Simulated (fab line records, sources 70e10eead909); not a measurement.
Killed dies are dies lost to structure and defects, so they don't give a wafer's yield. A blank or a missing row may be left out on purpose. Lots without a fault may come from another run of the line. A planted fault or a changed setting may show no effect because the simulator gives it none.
Tool commonality check | flow nand_harc | 2 lots, 6 wafers sampled

WHY IT WAS OPENED
At NHARC_END_SORT_01 the reading killed_at_periphery is flagged on 2 of 2 lots. Wafers without a fault read 3.5, standard deviation 3.
Rule: a lot is flagged when every wafer of it that has a number lies more than 4 standard deviations from that mean, or none has a number. The other lots count as sound.

lot  | measured     | on        | killed_at_periphery, wafer by wafer | flag
L327 | day 31 12:52 | prober-01 | 631 624 610                         | FLAGGED
L326 | day 31 14:28 | prober-02 | 620 608 601                         | FLAGGED
The numbers of the flagged lots are 615.7 on average: +612.2 against the usual, or +99 or more standard deviations.

WHICH TOOL RAN EACH LOT
The record holds 1 process step before the reading, out of a route of 1302 steps. In each cell: the tool, then ch and the chambers that the sampled wafers went through, then the start.
lot  | flag    | NHARC_P_GATE_EXPOSE_56
L327 | FLAGGED | krf_scanner-04 ch 0, day 12 11:20
L326 | FLAGGED | krf_scanner-04 ch 0, day 12 10:14
What these steps do:
- NHARC_P_GATE_EXPOSE_56: exposes mask P PSD, target cd 720 nm.
- NHARC_END_SORT_01

FLAGGED OVER TOTAL, TOOL BY TOOL (the gauges that took the reading come last)
step                   | tool           | lots run | flagged | share of the flagged lots | sound lots run after its first flagged lot
NHARC_P_GATE_EXPOSE_56 | krf_scanner-04 | 2        | 2       | all                       | 0
NHARC_END_SORT_01      | prober-01      | 1        | 1       | some                      | 0
NHARC_END_SORT_01      | prober-02      | 1        | 1       | some                      | 0

WHAT THE TABLE ALLOWS
1 row of the table ran every flagged lot: krf_scanner-04 at NHARC_P_GATE_EXPOSE_56.
- krf_scanner-04 at NHARC_P_GATE_EXPOSE_56: 2 of its 2 lots flagged. It ran no sound lot before its first flagged lot in this sample, so the start can't be narrowed down.
One tool is left: krf_scanner-04 at NHARC_P_GATE_EXPOSE_56.

WHAT THE SIMULATOR HAD PUT IN
Scanner matching overlay: krf_scanner-04, from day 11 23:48 on, at NHARC_P_GATE_EXPOSE_56. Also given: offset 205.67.
Lots struck among those shown: L327, L326. The rule above found the same.
